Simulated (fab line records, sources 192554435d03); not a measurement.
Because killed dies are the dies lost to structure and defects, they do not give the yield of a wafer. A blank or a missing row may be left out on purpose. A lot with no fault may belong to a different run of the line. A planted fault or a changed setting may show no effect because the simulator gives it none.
fab line records	flow n5-finfet	part 1 of 2: steps 1 to 22 of 36
record: lots: 5	wafers: 15	last-day: 16
route steps=1938 shown SD_EPI_N@294 SD_EPI_P@295
lots untouched by any fault: they come from a run of this same line in which no faults occurred
start-h: the number of hours between the record's first day and the start of the first shown wafer of the lot	wait-h: hours from the lot's prior step to this one	" identical to the entry in the row above	L1.1+2: a single row standing in for several wafers	- either no value or no given start	* or withheld: withheld	< > ~ a bound
route shown NAME@n: a module of which the file shows steps, and the number in the route of the first	usual: mean/standard deviation of fault-free wafers	same: alike in all rows	chamber/n: place in a boat	sites: readings site by site	_std_site: standard deviation across them	_edge_site: inner sites' mean taken away from outer sites' mean	radius-mm: how far each site lies from the wafer's centre	mask NAME#n: copy n	behind: the last tool/chamber to shape the wafer	hold: why the lot went on hold/how many hours it stayed there/how the hold came to an end	device: transistor that didn't switch, given as n, p or np	end of line: tests of these same wafers at the route's end	for a step that has no rows: nothing shown but its recipe	killed: dies that structure and defects cost at the first sort, which is not the same as the wafer's yield	map: a wafer's dies, marking killed ones x, the rest . and places with no die _
set.NAME: setting as actually run; set.NAME@STEP: the setting as run at that earlier step	model.NAME: the simulator's own value behind a step, which no gauge read
a table for each step, a row for each wafer; lots at some steps of the route
services: a tool's chamber out of use, with start hour (start-h, from the record's first day; less than 0 if before it), hours out, and reason
== steps ==
step: N5_SD_EPI_N_INSPECT_26
recipe: inspect-instrument: darkfield	mode: post-epi
usual: raw-defect-count: 204/43
lot.wafer	tool	chamber	start-h	wait-h	raw-defect-count
L083.3	defect-inspect-01	-	109.30	0.1	159
L083.4	"	-	"	"	177
L083.6	"	-	"	"	148
L085.1	defect-inspect-01	-	122.37	0.1	259
L085.3	"	-	"	"	214
L085.6	"	-	"	"	177
L086.1	defect-inspect-01	-	126.22	0.2	243
L086.2	"	-	"	"	178
L086.6	"	-	"	"	198
L089.1	defect-inspect-02	-	143.38	0.1	229
L089.2	"	-	"	"	216
L089.3	"	-	"	"	207
L092.2	defect-inspect-01	-	162.90	0.1	153
L092.3	"	-	"	"	161
L092.6	"	-	"	"	132
step: N5_SD_EPI_P_COAT_34
recipe: resist: SOC	temp-c: 250	time-s: 60	spin-rpm: 1500	resist-thk-nm: 350
lot.wafer	tool	chamber	start-h	wait-h
L083.3+4+6	litho-track-03	0	109.33	0.0
L085.1+3+6	litho-track-03	0	122.41	0.0
L086.1+2+6	litho-track-02	0	126.26	0.0
L089.1+2+3	litho-track-03	0	143.41	0.0
L092.2+3+6	litho-track-03	0	162.93	0.0
step: N5_SD_EPI_P_COAT_35
recipe: resist: SiARC	temp-c: 220	time-s: 60	spin-rpm: 1500	resist-thk-nm: 35
lot.wafer	tool	chamber	start-h	wait-h
L083.3+4+6	litho-track-03	0	-	-
L085.1+3+6	litho-track-03	0	-	-
L086.1+2+6	litho-track-02	0	-	-
L089.1+2+3	litho-track-03	0	-	-
L092.2+3+6	litho-track-03	0	-	-
step: N5_SD_EPI_P_COAT_03
recipe: resist: CAR-ArF-block	spin-rpm: 1500	resist-thk-nm: 150
lot.wafer	tool	chamber	start-h	wait-h
L083.3+4+6	litho-track-03	0	-	-
L085.1+3+6	litho-track-03	0	-	-
L086.1+2+6	litho-track-02	0	-	-
L089.1+2+3	litho-track-03	0	-	-
L092.2+3+6	litho-track-03	0	-	-
step: N5_SD_EPI_P_EBR_05
recipe: solvent: PGMEA	ebr-width-mm: 1.5
lot.wafer	tool	chamber	start-h	wait-h
L083.3+4+6	litho-track-03	0	-	-
L085.1+3+6	litho-track-03	0	-	-
L086.1+2+6	litho-track-02	0	-	-
L089.1+2+3	litho-track-03	0	-	-
L092.2+3+6	litho-track-03	0	-	-
step: N5_SD_EPI_P_SOFTBAKE_04
recipe: temp-c: 110	time-s: 60	resist: CAR-ArF-block
lot.wafer	tool	chamber	start-h	wait-h
L083.3+4+6	litho-track-03	0	-	-
L085.1+3+6	litho-track-03	0	-	-
L086.1+2+6	litho-track-02	0	-	-
L089.1+2+3	litho-track-03	0	-	-
L092.2+3+6	litho-track-03	0	-	-
step: N5_SD_EPI_P_EXPOSE_06
recipe: mask-id: SD_P_BLK	na: 1.35	source-shape: conventional	sigma-outer: 0.8	polarization: unpolarized	target-cd-nm: 240	dose-mj: 39.5
lot.wafer	tool	chamber	start-h	wait-h	mask
L083.3+4+6	arfi-scanner-01	0	109.58	-	SD_P_BLK#0
L085.1+3+6	arfi-scanner-02	0	122.52	-	SD_P_BLK#0
L086.1+2+6	arfi-scanner-03	0	126.50	-	SD_P_BLK#0
L089.1+2+3	arfi-scanner-03	0	143.53	-	SD_P_BLK#0
L092.2+3+6	arfi-scanner-01	0	163.18	-	SD_P_BLK#0
step: N5_SD_EPI_P_PEB_07
recipe: peb-temp-c: 110	peb-time-s: 60	resist: CAR-ArF-block
lot.wafer	tool	chamber	start-h	wait-h
L083.3+4+6	litho-track-04	0	109.63	0.0
L085.1+3+6	litho-track-03	0	122.58	0.1
L086.1+2+6	litho-track-03	0	126.56	0.1
L089.1+2+3	litho-track-03	0	143.59	0.1
L092.2+3+6	litho-track-02	0	163.23	0.0
step: N5_SD_EPI_P_DEVELOP_08
recipe: develop-time-s: 30	developer: TMAH	resist: CAR-ArF-block	dev-temp-c: 23	rinse-liquid: diw	dry: air-spin
same: develop-time-s: 30
lot.wafer	tool	chamber	start-h	wait-h
L083.3+4+6	litho-track-04	0	-	-
L085.1+3+6	litho-track-03	0	-	-
L086.1+2+6	litho-track-03	0	-	-
L089.1+2+3	litho-track-03	0	-	-
L092.2+3+6	litho-track-02	0	-	-
step: N5_SD_EPI_P_CD_MEAS_09
recipe: target-cd-nm: 240	landing-energy-ev: 500	detector: se-inlens
usual: cd-nm: 240.0/0.92
lot.wafer	tool	chamber	start-h	wait-h	cd-nm
L083.3	cd-sem-01	0	109.70	-	239.3
L083.4	"	0	"	"	239.7
L083.6	"	0	"	"	240.0
L085.1	cd-sem-03	0	122.65	-	241.0
L085.3	"	0	"	"	240.9
L085.6	"	0	"	"	240.0
L086.1	cd-sem-03	0	126.62	-	241.6
L086.2	"	0	"	"	242.3
L086.6	"	0	"	"	241.5
L089.1	cd-sem-01	0	143.66	-	240.7
L089.2	"	0	"	"	239.3
L089.3	"	0	"	"	240.5
L092.2	cd-sem-02	0	163.30	-	240.5
L092.3	"	0	"	"	238.5
L092.6	"	0	"	"	240.2
step: N5_SD_EPI_P_OVL_MEAS_10
recipe: points-per-wafer: 44
usual: SD_P_BLK_OVL: -0.1/0.68
lot.wafer	tool	chamber	start-h	wait-h	SD_P_BLK_OVL[nm]
L083.3	overlay-01	0	109.73	0.0	-0.8
L083.4	"	0	"	"	0.4
L083.6	"	0	"	"	-0.2
L085.1	overlay-01	0	122.68	0.0	-0.3
L085.3	"	0	"	"	-0.8
L085.6	"	0	"	"	0.9
L086.1	overlay-02	0	126.65	0.0	-0.9
L086.2	"	0	"	"	-1.3
L086.6	"	0	"	"	-1.5
L089.1	overlay-01	0	143.69	0.0	1.4
L089.2	"	0	"	"	-0.1
L089.3	"	0	"	"	1.1
L092.2	overlay-01	0	163.33	0.0	1.2
L092.3	"	0	"	"	0.9
L092.6	"	0	"	"	-0.3
step: N5_SD_EPI_P_INSPECT_11
recipe: mode: adi	inspect-instrument: macro
usual: raw-defect-count: 2.0/1.3
lot.wafer	tool	chamber	start-h	wait-h	raw-defect-count
L083.3	defect-inspect-01	-	109.75	0.0	3
L083.4	"	-	"	"	1
L083.6	"	-	"	"	3
L085.1	defect-inspect-01	-	122.70	0.0	2
L085.3	"	-	"	"	5
L085.6	"	-	"	"	2
L086.1	defect-inspect-02	-	126.68	0.0	1
L086.2	"	-	"	"	2
L086.6	"	-	"	"	1
L089.1	defect-inspect-02	-	143.71	0.0	4
L089.2	"	-	"	"	2
L089.3	"	-	"	"	0
L092.2	defect-inspect-02	-	163.36	0.0	3
L092.3	"	-	"	"	0
L092.6	"	-	"	"	1
step: N5_SD_EPI_P_DESCUM_14
recipe: chemistry: O2	time-s: 7.9	source-power-w: 50	bias-power-w: 20	pressure-mtorr: 20	rf-frequency-hz: 2.712e+07	temp-c: 40	resist: CAR-ArF-block	o2-flow-sccm: 225
usual: drypump-motor-current-A: 5.6/0.42	oes-product-au: 0.76/0.075	rf-vpp-V: 243.7/1.2	showerhead-plenum-p-Torr: 2.12/0.054	throttle-valve-pct: 20.42/0.28
lot.wafer	tool	chamber	start-h	wait-h	drypump-motor-current-A	oes-product-au	rf-hours-counter-h	rf-vpp-V	showerhead-plenum-p-Torr	throttle-valve-pct
L083.3	rie-diel-02	3	109.78	0.0	5.1	0.71	215	241.8	2.05	20.48
L083.4	"	0	"	"	5.5	0.82	85	241.6	2.03	20.34
L083.6	"	1	"	"	6.5	0.73	-	243.2	2.08	20.38
L085.1	rie-diel-02	2	122.98	0.3	5.4	0.75	150	242.4	2.17	20.12
L085.3	"	3	"	"	5.0	0.70	219	243.1	2.05	20.49
L085.6	"	2	"	"	5.4	0.73	-	244.4	2.17	20.12
L086.1	rie-diel-03	2	126.71	0.0	5.6	0.86	57	244.6	2.10	19.99
L086.2	"	0	"	"	5.6	0.64	249	243.3	2.04	20.41
L086.6	"	3	"	"	6.0	0.81	-	243.1	2.10	20.47
L089.1	rie-diel-03	2	143.74	0.0	5.6	0.87	65	244.0	2.10	20.00
L089.2	"	1	"	"	4.9	0.98	2	243.1	2.05	20.42
L089.3	"	3	"	"	6.0	0.81	131	242.1	2.10	20.49
L092.2	rie-diel-02	3	163.39	0.0	5.0	0.69	224	243.1	2.05	20.49
L092.3	"	2	"	"	5.4	0.73	157	245.7	2.16	20.12
L092.6	"	3	"	"	5.1	0.69	-	242.5	2.05	20.49
step: N5_SD_EPI_P_ETCH_36
recipe: chemistry: CF4	target: SiARC	target-depth-a: 455	mask-material: CAR-ArF-block	time-s: 75.8	ion-energy-ev: 80	pressure-mtorr: 40	source-w: 545	bias-w: 36	Ar_flow_sccm: 100	cf4-flow-sccm: 100	ends: cleared
usual: cf4-flow-sccm: 100.03/0.3	drypump-motor-current-A: 5.6/0.42	etch-rf-on-time-s: 76.8/2.2	oes-product-au: 0.65/0.064	rf-vpp-V: 184.5/1.1	showerhead-plenum-p-Torr: 2.18/0.059	throttle-valve-pct: 15.68/0.22
lot.wafer	tool	chamber	start-h	wait-h	cf4-flow-sccm	drypump-motor-current-A	etch-rf-on-time-s	oes-product-au	rf-hours-counter-h	rf-vpp-V	showerhead-plenum-p-Torr	throttle-valve-pct
L083.3	rie-diel-02	3	109.82	0.0	99.92	5.0	76.0	0.60	215	185.0	2.13	15.91
L083.4	"	0	"	"	100.43	5.5	77.6	0.70	85	184.4	2.07	15.37
L083.6	"	1	"	"	99.93	6.5	75.5	0.63	-	184.3	2.13	15.61
L085.1	rie-diel-02	2	123.02	0.0	99.94	5.4	78.3	0.64	150	185.9	2.23	15.42
L085.3	"	3	"	"	99.68	5.1	76.2	0.60	219	183.9	2.13	15.94
L085.6	"	2	"	"	99.82	5.4	79.1	0.63	-	184.7	2.23	15.41
L086.1	rie-diel-03	2	126.75	0.0	100.08	5.6	77.2	0.73	57	183.8	2.19	15.46
L086.2	"	0	"	"	100.04	5.6	78.7	0.56	249	183.2	2.09	15.62
L086.6	"	3	"	"	99.65	6.0	76.0	0.68	-	184.5	2.17	15.75
L089.1	rie-diel-03	2	143.78	0.0	99.78	5.6	76.5	0.72	65	185.4	2.19	15.49
L089.2	"	1	"	"	100.23	4.9	73.4	0.84	2	183.8	2.12	15.62
L089.3	"	3	"	"	99.94	6.0	77.1	0.67	131	184.8	2.16	15.76
L092.2	rie-diel-02	3	163.42	0.0	100.07	5.1	76.1	0.60	224	185.6	2.13	15.93
L092.3	"	2	"	"	100.42	5.4	77.8	0.63	157	186.5	2.22	15.43
L092.6	"	3	"	"	99.92	5.0	76.5	0.58	-	184.0	2.13	15.94
step: N5_SD_EPI_P_ETCH_37
recipe: chemistry: N2/H2	target: SOC	overetch-a: 1080	mask-material: SiARC	temp-c: 40	ion-energy-ev: 100	source-w: 3000	bias-w: 133	pressure-mtorr: 20	time-s: 486	n2-flow-sccm: 200	h2-flow-sccm: 200	ends: end-point
usual: drypump-motor-current-A: 5.6/0.42	oes-product-au: 0.69/0.06	rf-vpp-V: 241.3/1.1	showerhead-plenum-p-Torr: 2.58/0.069	throttle-valve-pct: 23.9/0.42
lot.wafer	tool	chamber	start-h	wait-h	drypump-motor-current-A	oes-product-au	rf-hours-counter-h	rf-vpp-V	showerhead-plenum-p-Torr	throttle-valve-pct
L083.3	rie-diel-02	3	109.88	0.0	5.1	0.63	215	240.6	2.52	23.8
L083.4	"	0	"	"	5.5	0.74	85	241.6	2.47	24.3
L083.6	"	1	"	"	6.5	0.67	-	240.8	2.52	24.0
L085.1	rie-diel-02	2	123.07	0.0	5.4	0.67	150	241.6	2.63	23.4
L085.3	"	3	"	"	5.0	0.62	219	240.1	2.52	23.8
L085.6	"	2	"	"	5.4	0.67	-	241.1	2.63	23.4
L086.1	rie-diel-03	2	126.80	0.0	5.7	0.77	57	241.0	2.55	23.1
L086.2	"	0	"	"	5.6	0.60	249	239.9	2.50	23.9
L086.6	"	3	"	"	6.0	0.72	-	239.3	2.55	24.0
L089.1	rie-diel-03	2	143.84	0.0	5.6	0.76	65	240.2	2.55	23.1
L089.2	"	1	"	"	4.9	0.86	3	240.3	2.50	24.0
L089.3	"	3	"	"	6.0	0.71	131	240.4	2.55	24.0
L092.2	rie-diel-02	3	163.48	0.0	5.0	0.63	224	241.1	2.52	23.8
L092.3	"	2	"	"	5.4	0.67	157	242.1	2.63	23.4
L092.6	"	3	"	"	5.1	0.62	-	241.3	2.52	23.8
step: N5_SD_EPI_P_STRIP_38
recipe: chemistry: N2/H2	temp-c: 40	n2-flow-sccm: 200	h2-flow-sccm: 200	rf-frequency-hz: 6e+07
lot.wafer	tool	chamber	start-h	wait-h
L083.3+4+6	rie-diel-02	3,0,1	110.19	0.2
L085.1+3+6	rie-diel-02	2,3,2	123.39	0.2
L086.1+2+6	rie-diel-03	2,0,3	127.12	0.2
L089.1+2+3	rie-diel-03	2,1,3	144.15	0.2
L092.2+3+6	rie-diel-02	3,2,3	163.79	0.2
step: N5_SD_EPI_P_ETCHBACK_46
recipe: chemistry: CH3F/O2	mode: anisotropic-etchback	target: SiNx	target-depth-a: 175	stop-on: SiO2	over-etch-frac: 0.3	ion-energy-ev: 120	pressure-mtorr: 30	source-w: 395	bias-w: 73	Ar_flow_sccm: 150	CH3F_flow_sccm: 30	O2_flow_sccm: 20
usual: CH3F_flow_sccm: 30.01/0.091	drypump-motor-current-A: 5.6/0.42	oes-product-au: 0.65/0.058	rf-vpp-V: 296/7.6	showerhead-plenum-p-Torr: 2.04/0.059	throttle-valve-pct: 16.43/0.22
lot.wafer	tool	chamber	start-h	wait-h	CH3F_flow_sccm	drypump-motor-current-A	oes-product-au	rf-hours-counter-h	rf-vpp-V	showerhead-plenum-p-Torr	throttle-valve-pct
L083.3	rie-diel-02	3	110.20	0.0	30.10	5.1	0.60	216	285	2.00	16.71
L083.4	"	0	"	"	30.06	5.6	0.70	85	310	1.94	16.14
L083.6	"	1	"	"	29.90	6.5	0.63	-	298	1.99	16.34
L085.1	rie-diel-02	2	123.40	0.0	30.02	5.4	0.65	151	303	2.08	16.17
L085.3	"	3	"	"	29.94	5.1	0.60	219	282	2.00	16.70
L085.6	"	2	"	"	30.07	5.4	0.65	-	302	2.08	16.16
L086.1	rie-diel-03	2	127.13	0.0	30.12	5.6	0.74	58	301	2.04	16.16
L086.2	"	0	"	"	30.08	5.5	0.56	249	306	1.97	16.45
L086.6	"	3	"	"	29.95	6.0	0.69	-	286	2.01	16.45
L089.1	rie-diel-03	2	144.16	0.0	30.00	5.6	0.73	65	301	2.04	16.18
L089.2	"	1	"	"	29.97	4.9	0.82	3	298	1.97	16.30
L089.3	"	3	"	"	29.87	6.0	0.68	131	285	2.01	16.46
L092.2	rie-diel-02	3	163.80	0.0	30.20	5.1	0.60	224	284	1.99	16.70
L092.3	"	2	"	"	29.97	5.4	0.64	157	303	2.08	16.16
L092.6	"	3	"	"	30.08	5.0	0.59	-	282	1.99	16.71
step: N5_SD_EPI_P_ETCH_47
recipe: chemistry: CH3F/O2	target: SiOCN	target-depth-a: 250	mask-material: SOC	ion-energy-ev: 60	bias-w: 29	pressure-mtorr: 30	source-w: 410	Ar_flow_sccm: 150	CH3F_flow_sccm: 30	O2_flow_sccm: 20
usual: CH3F_flow_sccm: 29.99/0.079	drypump-motor-current-A: 5.6/0.42	oes-product-au: 0.76/0.074	rf-vpp-V: 127/3	showerhead-plenum-p-Torr: 2.04/0.059	throttle-valve-pct: 16.41/0.22
lot.wafer	tool	chamber	start-h	wait-h	CH3F_flow_sccm	drypump-motor-current-A	oes-product-au	rf-hours-counter-h	rf-vpp-V	showerhead-plenum-p-Torr	throttle-valve-pct
L083.3	rie-diel-02	3	110.30	0.1	29.99	5.1	0.70	216	122	2.00	16.67
L083.4	"	0	"	"	29.99	5.5	0.83	85	132	1.94	16.12
L083.6	"	1	"	"	30.00	6.5	0.74	-	128	1.99	16.35
L085.1	rie-diel-02	2	123.50	0.1	29.97	5.4	0.74	151	129	2.08	16.13
L085.3	"	3	"	"	29.97	5.1	0.70	219	121	2.00	16.67
L085.6	"	2	"	"	29.94	5.4	0.75	-	130	2.08	16.12
L086.1	rie-diel-03	2	127.23	0.1	30.05	5.6	0.85	58	128	2.04	16.15
L086.2	"	0	"	"	29.93	5.5	0.65	249	130	1.97	16.43
L086.6	"	3	"	"	30.06	6.0	0.79	-	121	2.01	16.44
L089.1	rie-diel-03	2	144.26	0.1	29.98	5.6	0.86	65	129	2.04	16.16
L089.2	"	1	"	"	29.91	4.9	0.98	3	127	1.97	16.30
L089.3	"	3	"	"	29.88	6.0	0.79	131	124	2.01	16.43
L092.2	rie-diel-02	3	163.90	0.1	29.97	5.1	0.69	224	122	1.99	16.66
L092.3	"	2	"	"	30.02	5.4	0.74	157	131	2.08	16.15
L092.6	"	3	"	"	29.99	5.1	0.69	-	122	1.99	16.70
step: N5_SD_EPI_P_ETCH_16
recipe: chemistry: CHF3/O2	target: SiO2	target-depth-a: 50	mask-material: SOC	pressure-mtorr: 30	source-w: 650	bias-w: 170	Ar_flow_sccm: 200	CHF3_flow_sccm: 50	O2_flow_sccm: 5	ion-energy-ev: 200
usual: drypump-motor-current-A: 5.6/0.42	oes-product-au: 0.76/0.074	rf-vpp-V: 521/13	showerhead-plenum-p-Torr: 2.46/0.07	throttle-valve-pct: 18.99/0.21
lot.wafer	tool	chamber	start-h	wait-h	drypump-motor-current-A	oes-product-au	rf-hours-counter-h	rf-vpp-V	showerhead-plenum-p-Torr	throttle-valve-pct
L083.3	rie-diel-02	3	110.40	0.1	5.0	0.69	216	499	2.40	19.21
L083.4	"	0	"	"	5.5	0.82	85	547	2.33	18.70
L083.6	"	1	"	"	6.5	0.74	-	527	2.40	18.92
L085.1	rie-diel-02	2	123.60	0.1	5.4	0.75	151	534	2.51	18.69
L085.3	"	3	"	"	5.1	0.70	219	498	2.40	19.20
L085.6	"	2	"	"	5.4	0.76	-	534	2.51	18.69
L086.1	rie-diel-03	2	127.33	0.1	5.7	0.87	58	531	2.46	18.76
L086.2	"	0	"	"	5.6	0.66	249	538	2.37	18.94
L086.6	"	3	"	"	6.0	0.79	-	502	2.42	19.00
L089.1	rie-diel-03	2	144.36	0.1	5.6	0.86	65	531	2.46	18.79
L089.2	"	1	"	"	4.9	0.98	3	524	2.37	18.94
L089.3	"	3	"	"	6.0	0.78	131	501	2.42	19.02
L092.2	rie-diel-02	3	164.00	0.1	5.0	0.70	224	498	2.40	19.22
L092.3	"	2	"	"	5.4	0.74	157	535	2.51	18.69
L092.6	"	3	"	"	5.0	0.69	-	498	2.40	19.21
step: N5_SD_EPI_P_STRIP_50
recipe: chemistry: CHF3/O2	resist: SiARC	rf-frequency-hz: 6e+07
lot.wafer	tool	chamber	start-h	wait-h
L083.3+4+6	rie-diel-02	3,0,1	110.44	0.0
L085.1+3+6	rie-diel-02	2,3,2	123.64	0.0
L086.1+2+6	rie-diel-03	2,0,3	127.37	0.0
L089.1+2+3	rie-diel-03	2,1,3	144.40	0.0
L092.2+3+6	rie-diel-02	3,2,3	164.04	0.0
step: N5_SD_EPI_P_SD_RECESS_17
recipe: chemistry: HBr/Cl2/O2	target-depth-a: 391	bt-time-s: 3	pressure-mtorr: 10	icp-w: 800	bias-w: 112	HBr_flow_sccm: 150	Cl2_flow_sccm: 80	O2_flow_sccm: 12
usual: drypump-motor-current-A: 5.9/0.33	mfc-cl2-sccm: 80.01/0.22	oes-product-au: 1.000/0.016	throttle-valve-pct: 36.9/0.34
lot.wafer	tool	chamber	start-h	wait-h	drypump-motor-current-A	mfc-cl2-sccm	oes-product-au	rf-hours-counter-h	throttle-valve-pct
L083.3	rie-si-03	1	110.47	0.0	5.9	79.77	1.011	96	36.7
L083.4	"	0	"	"	5.4	79.88	1.043	40	36.5
L083.6	"	1	"	"	5.9	79.98	1.009	-	36.7
L085.1	rie-si-03	3	123.67	0.0	6.4	79.81	1.017	154	37.0
L085.3	"	1	"	"	5.9	80.03	1.007	97	36.7
L085.6	"	3	"	"	6.3	80.04	1.015	-	37.0
L086.1	rie-si-03	1	127.40	0.0	5.9	79.90	1.019	97	36.7
L086.2	"	2	"	"	6.1	79.77	0.999	114	36.3
L086.6	"	0	"	"	5.4	79.88	1.040	-	36.5
L089.1	rie-si-05	2	144.43	0.0	6.0	79.90	1.003	38	36.2
L089.2	"	3	"	"	6.2	80.20	1.021	159	37.2
L089.3	"	0	"	"	5.4	80.19	0.971	147	36.5
L092.2	rie-si-05	0	164.08	0.0	5.4	79.67	0.975	148	36.5
L092.3	"	2	"	"	6.1	79.37	0.997	38	36.2
L092.6	"	1	"	"	6.2	80.06	1.013	-	36.8
step: N5_SD_EPI_P_WET_ETCH_45
recipe: chemistry: dHF	dilution: withheld	time-s: 10.7	target: SiO2	target-depth-a: 20	temp-c: 25	dry: ipa-marangoni	rinse-time-s: 30	rinse-temp-c: 23
lot.wafer	tool	chamber	start-h	wait-h
L083.3+4+6	wet-bench-04	3,2,7	110.57	0.1
L085.1+3+6	wet-bench-04	1,3,6	123.76	0.1
L086.1+2+6	wet-bench-03	0,2,1	127.50	0.1
L089.1+2+3	wet-bench-06	6,0,7	144.53	0.1
L092.2+3+6	wet-bench-03	5,0,4	164.17	0.1
